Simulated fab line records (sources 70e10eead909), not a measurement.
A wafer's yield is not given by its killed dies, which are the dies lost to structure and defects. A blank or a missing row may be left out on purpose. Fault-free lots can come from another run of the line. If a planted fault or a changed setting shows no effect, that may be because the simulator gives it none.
fab line records | flow nand_harc | part 2 of 2: steps 28 to 38 of 38
[record] lots = 5 wafers = 15 last_day = 23
route steps=1159 shown A_BLC@985 A_M0@994
lots with no fault: from the same line, run without faults
start_h: hours from the record's first day to the start of the lot's first wafer shown | wait_h: how many hours have passed since the lot's step before this one | " unchanged from the row above | L1.1+2: a single row standing in for several wafers | - value missing, or start not given | * or withheld: withheld | < > ~ a bound
route shown NAME@n: names a module that has steps shown in the file, with the first one's number in the route | usual: mean and standard deviation over wafers with no fault | same: alike in all rows | chamber/n: place in a boat | sites: the reading at each site | _std_site: the values' standard deviation | _edge_site: outer sites' mean less inner sites' | radius_mm: how far each site lies from the wafer's centre | mask NAME#n: copy n | behind: the last tool/chamber to shape the wafer | hold: the reason the lot was held/the length of the hold in hours/how it ended | device: names the non-switching transistor (n, p or np) | end of line: tests of these same wafers at the route's end | step lacking rows: just its recipe | killed: the dies lost at the first sort to structure and to defects; this is not the yield of the wafer | map: a wafer's dies, marking killed ones x, the rest . and places with no die _
set.NAME: the setting the step ran with; set.NAME@STEP: the setting that earlier step ran with | model.NAME: the simulator's own value behind a step, which no gauge read
certain route steps with their lots: each step a table, each wafer a row
services: the hour from which a tool's chamber was out of use, counted from the record's first day as start_h (under 0 if before that day), plus the number of hours and why
[[steps]]
[step NHARC_A_M0_DEGAS_28]
[recipe] temp_c = 250 time_s = 60
[usual] heater_power_w = 335/31
// columns lot.wafer tool chamber start_h wait_h heater_power_w
L075.3 pvd_sputter-02 - 413.87 - 361
L075.2 " - " " 367
L075.1 " - " " 286
L083.2 pvd_sputter-03 - 452.25 - 333
L083.1 " - " " 382
L083.6 " - " " 297
L082.3 pvd_sputter-01 - 454.57 - 373
L082.1 " - " " 318
L082.5 " - " " 369
L088.3 pvd_sputter-02 - 470.07 - 355
L088.2 " - " " 339
L088.6 " - " " 363
L093.1 pvd_sputter-01 - 506.22 - 293
L093.4 " - " " 379
L093.5 " - " " 303
[step NHARC_A_M0_PRE_CLEAN_29]
[recipe] time_s = 30 temp_c = 280 gas = H2/He
[usual] heater_power_w = 412/36
// columns lot.wafer tool chamber start_h wait_h heater_power_w
L075.1 pvd_sputter-02 - - - 398
L075.3 " - " " 432
L075.2 " - " " 449
L083.2 pvd_sputter-03 - - - 417
L083.1 " - " " 376
L083.6 " - " " 365
L082.1 pvd_sputter-01 - - - 464
L082.3 " - " " 367
L082.5 " - " " 457
L088.3 pvd_sputter-02 - - - 444
L088.2 " - " " 425
L088.6 " - " " 450
L093.1 pvd_sputter-01 - - - 371
L093.4 " - " " 386
L093.5 " - " " 461
[step NHARC_A_M0_PVD_20]
[recipe] target_thk_a = 50 bias_v = 168.6 power_w = 15000 chamber_pressure_pa = 0.12 time_s = 8.06 substrate_temp_c = 50 material = TaN
[usual] throttle_valve_pct = 29.8/1.3
// columns lot.wafer tool chamber start_h wait_h throttle_valve_pct
L075.3 pvd_sputter-02 - - - 28.9
L075.2 " - " " 27.9
L075.1 " - " " 31.2
L083.2 pvd_sputter-03 - - - 30.5
L083.1 " - " " 32.1
L083.6 " - " " 30.6
L082.3 pvd_sputter-01 - - - 27.9
L082.1 " - " " 30.6
L082.5 " - " " 30.4
L088.2 pvd_sputter-02 - - - 29.0
L088.3 " - " " 30.8
L088.6 " - " " 27.9
L093.1 pvd_sputter-01 - - - 27.8
L093.4 " - " " 30.5
L093.5 " - " " 30.4
[step NHARC_A_M0_PVD_21]
[recipe] target_thk_a = 300 chamber_pressure_pa = 5 power_w = 5000 substrate_temp_c = 30 time_s = 20.49 material = Cu
[usual] throttle_valve_pct = 29.8/1.2
// columns lot.wafer tool chamber start_h wait_h throttle_valve_pct
L075.2 pvd_sputter-02 - - - 30.3
L075.3 " - " " 28.6
L075.1 " - " " 27.8
L083.2 pvd_sputter-03 - - - 30.6
L083.1 " - " " 30.7
L083.6 " - " " 30.5
L082.3 pvd_sputter-01 - - - 27.8
L082.1 " - " " 30.7
L082.5 " - " " 30.4
L088.2 pvd_sputter-02 - - - 28.8
L088.3 " - " " 28.2
L088.6 " - " " 28.1
L093.4 pvd_sputter-01 - - - 30.6
L093.1 " - " " 30.6
L093.5 " - " " 30.6
[step NHARC_A_M0_ECD_22]
[recipe] target_thk_a = 4000 bath_temp_c = 25 material = Cu
// columns lot.wafer tool chamber start_h wait_h
L075.2+1+3 ecd_cu-01 0,1,0 414.23 -
L083.2+1+6 ecd_cu-02 0,1,1 452.61 -
L082.1+3+5 ecd_cu-02 1 455.22 -
L088.2+3+6 ecd_cu-01 1 470.43 -
L093.1+4+5 ecd_cu-01 1 506.57 -
[step NHARC_A_M0_ANNEAL_30]
[recipe] temp_c = 225 time_s = 90
[usual] wafer_temp_C_max = 226.2/0.38
// columns lot.wafer tool chamber start_h wait_h wafer_temp_C_max
L075.1 rtp_anneal-02 0 414.61 0.3 225.9
L075.2 " 0 " " 226.4
L075.3 " 0 " " 226.6
L083.1 rtp_anneal-02 0 452.99 0.3 226.3
L083.2 " 0 " " 226.1
L083.6 " 0 " " 226.9
L082.1 rtp_anneal-02 0 455.60 - 226.4
L082.3 " 0 " " 226.0
L082.5 " 0 " " 226.5
L088.2 rtp_anneal-01 0 470.86 - 226.0
L088.3 " 0 " " 226.0
L088.6 " 0 " " 225.9
L093.1 rtp_anneal-01 0 506.95 - 225.9
L093.4 " 0 " " 226.1
L093.5 " 0 " " 226.0
[step NHARC_A_M0_CMP_23]
[recipe] t_overpolish_s = 20 target_thk_nm = 113.75
[usual] motor_current_A = 12.2/1.1 time_to_endpoint_s = 29.4/2.3
// columns lot.wafer tool chamber start_h wait_h motor_current_A time_to_endpoint_s
L075.2 cmp-04 2 414.98 - 13.5 30.9
L075.3 " 3 " " 10.8 34.3
L075.1 " 0 " " 11.6 28.3
L083.2 cmp-02 3 453.34 - 12.8 26.3
L083.1 " 1 " " 12.9 27.0
L083.6 " 0 " " 12.5 25.4
L082.1 cmp-01 2 455.98 - 10.2 27.2
L082.3 " 0 " " 12.6 26.6
L082.5 " 2 " " 11.2 30.3
L088.2 cmp-02 1 471.18 - 12.5 30.3
L088.3 " 3 " " 13.3 28.4
L088.6 " 0 " " 12.2 26.8
L093.4 cmp-02 1 507.45 - 12.1 34.8
L093.1 " 3 " " 12.8 27.9
L093.5 " 0 " " 12.2 31.5
[step NHARC_A_M0_THK_MEAS_24]
[recipe] thk_meas_gauge = xrf
[usual] thk_nm = 114.0/1.4
// columns lot.wafer tool chamber start_h wait_h thk_nm
L075.1 film_metro-01 - 415.27 - 113.1
L075.2 " - " " 113.1
L075.3 " - " " 111.8
L083.1 film_metro-01 - 453.65 - 113.8
L083.2 " - " " 114.3
L083.6 " - " " 113.6
L082.1 film_metro-01 - 456.27 - 112.7
L082.3 " - " " 115.8
L082.5 " - " " 114.7
L088.2 film_metro-02 - 471.47 - 113.3
L088.3 " - " " 113.3
L088.6 " - " " 112.8
L093.1 film_metro-02 - 507.74 - 115.3
L093.4 " - " " 114.6
L093.5 " - " " 114.9
[step NHARC_A_M0_SRD_25]
// columns lot.wafer tool chamber start_h wait_h
L075.3+1+2 wet_bench-10 4,5,6 415.35 0.1
L083.6+1+2 wet_bench-08 0,4,5 453.69 0.0
L082.1+3+5 wet_bench-10 1,5,6 456.31 0.0
L088.6+3+2 wet_bench-10 5,6,7 471.52 0.0
L093.4+1+5 wet_bench-10 7,1,2 507.78 0.0
[step NHARC_A_M0_INSPECT_27]
[usual] raw_defect_count = 468/120
// columns lot.wafer tool chamber start_h wait_h raw_defect_count
L075.1 defect_inspect-01 - 415.45 0.0 346
L075.2 " - " " 325
L075.3 " - " " 451
L083.1 defect_inspect-02 - 453.81 0.0 377
L083.2 " - " " 260
L083.6 " - " " 321
L082.1 defect_inspect-01 - 456.42 0.0 537
L082.3 " - " " 414
L082.5 " - " " 459
L088.2 defect_inspect-01 - 471.62 0.0 569
L088.3 " - " " 321
L088.6 " - " " 427
L093.1 defect_inspect-02 - 507.91 0.1 366
L093.4 " - " " 611
L093.5 " - " " 506
[step NHARC_A_M0_PRE_CLEAN_31]
[recipe] time_s = 12 temp_c = 370 rf_power_w = 300 gas = NH3
[usual] heater_power_outer_w = 372/38 heater_power_w = 655/64
// columns lot.wafer tool chamber start_h wait_h heater_power_outer_w heater_power_w
L075.3 pecvd-01 1 415.52 0.1 366 650
L075.2 " 2 " " 383 680
L075.1 " 0 " " 357 581
L083.1 pecvd-01 1 454.22 0.4 317 587
L083.2 " 2 " " 450 787
L083.6 " 2 " " 456 793
L082.1 pecvd-03 1 456.52 0.1 355 632
L082.3 " 2 " " 377 645
L082.5 " 1 " " 360 626
L088.3 pecvd-03 2 471.69 0.1 380 644
L088.2 " 1 " " 364 626
L088.6 " 0 " " 324 542
L093.1 pecvd-02 1 508.02 0.1 339 626
L093.5 " 2 " " 412 718
L093.4 " 0 " " 382 746
[[services]]
// columns tool chamber start_h hours kind
pvd_sputter-03 - 388.46 0.5 repair
cmp-02 - 389.05 1.1 repair
pvd_sputter-03 - 391.83 12.8 repair
pvd_sputter-02 - 392.00 10.0 pm
rie_diel-03 - 392.30 9.0 pm
ald_metal-04 - 406.00 10.0 pm
pvd_sputter-03 - 406.45 8.6 repair
pecvd-03 0 417.01 3.6 repair
pecvd-01 - 418.18 13.0 pm
rie_diel-10 1 418.73 20.9 repair
cmp-02 - 422.71 4.0 pm
wet_bench-10 - 423.24 8.0 pm
rie_diel-10 3 430.92 3.0 repair
wet_bench-05 - 431.32 0.5 repair
pvd_sputter-01 - 435.69 2.1 repair
litho_track-01 - 443.00 7.0 pm
cmp-02 - 450.83 1.1 repair
rie_diel-05 3 455.23 4.1 repair
pvd_sputter-03 - 458.00 10.0 pm
litho_track-06 - 467.00 7.0 pm
pvd_sputter-03 - 471.96 0.8 repair
litho_track-04 - 491.00 7.0 pm
pvd_sputter-01 - 498.02 3.1 repair
pvd_sputter-03 - 507.90 2.0 repair
